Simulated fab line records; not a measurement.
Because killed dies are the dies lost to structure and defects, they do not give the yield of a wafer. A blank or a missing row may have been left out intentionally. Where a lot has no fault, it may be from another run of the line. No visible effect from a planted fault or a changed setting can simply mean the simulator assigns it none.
Matching of chambers    flow n5_finfet    N5_FIN_SAQP_DESCUM_21 on rie_diel-03: 4 sister chambers
The step chemistry O2, time 7.9 s. 4 wafers are shown with their chamber, then 7 later ones without.

## WAFERS WITH THEIR CHAMBER
wafer   chamber  showerhead_plenum_p_Torr (Torr)
L083.4  2        2.07
L083.6  0        1.98
L087.2  3        2.05
L087.4  1        2.03

## WAFERS WITHOUT THEIR CHAMBER
wafer   showerhead_plenum_p_Torr (Torr)
L087.6  2.07
L089.1  1.98
L089.3  2.05
L089.6  2.04
L090.1  2.04
L090.2  2.03
L090.4  1.98

## THE CHAMBER EACH PASSED THROUGH
wafer   from the rows above      in truth
L087.6  2                        2
L089.1  0                        0
L089.3  3                        3
L089.6  can't be placed: 3 or 1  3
L090.1  can't be placed: 3 or 1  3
L090.2  1                        1
L090.4  0                        0
Correct placement for 5 of the 7. Unplaceable from these rows: 2, with the true chamber sitting among the candidates in 2. Wrongly placed: 0.
How it was worked out, from the rows above alone: a wafer's distance from a chamber is the root of the sum, over the readings, of the square of ((its reading less the chamber's mean) divided by the reading's scatter). The wafer belongs to the nearest chamber; if the next one is less than 2 further off, it can't be placed. Each chamber's mean is taken over the wafers shown for it. The scatter (one wafer shown for each chamber): square how far every hidden wafer sits from the nearest shown wafer, average those squares and take the square root.
